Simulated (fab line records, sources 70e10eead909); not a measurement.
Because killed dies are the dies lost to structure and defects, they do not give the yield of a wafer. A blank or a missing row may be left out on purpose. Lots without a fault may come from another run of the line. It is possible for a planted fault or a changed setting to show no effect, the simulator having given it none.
Matching of chambers -- flow nand_harc -- NHARC_P_M2_STRIP_18 on rie_diel-11 has 4 sister chambers
The step strips in N2/H2. 4 wafers are shown with their chamber, then 8 later ones without.

== WAFERS PAIRED WITH THEIR CHAMBERS ==
wafer,chamber,showerhead_plenum_p_Torr (Torr)
L226.6,0,2.14
L232.1,2,1.91
L232.6,1,2.19
L231.1,3,1.98

== WAFERS WITHOUT THEIR CHAMBER ==
wafer,showerhead_plenum_p_Torr (Torr)
L231.3,2.19
L231.4,1.91
L239.3,2.18
L239.4,2.14
L239.5,2.19
L238.2,2.19
L238.3,2.14
L238.5,1.98

== WHICH CHAMBER EACH WENT THROUGH ==
wafer,from the rows above,in truth
L231.3,1,1
L231.4,2,2
L239.3,1,1
L239.4,0,0
L239.5,1,1
L238.2,1,1
L238.3,0,0
L238.5,3,3
8 of 8 placed correctly. Can't be placed from these rows: 0. Number placed wrongly: 0.
How it was worked out, from the rows above alone: a wafer's distance from a chamber is the root of the sum, over the readings, of the square of ((its reading less the chamber's mean) divided by the reading's scatter). The wafer belongs to the nearest chamber; if the next one is less than 2 further off, it can't be placed. The mean given for a chamber averages the wafers shown for that chamber. The scatter: with one shown wafer a chamber, the root of the mean of the squares of how far each hidden wafer lies from its nearest shown one.
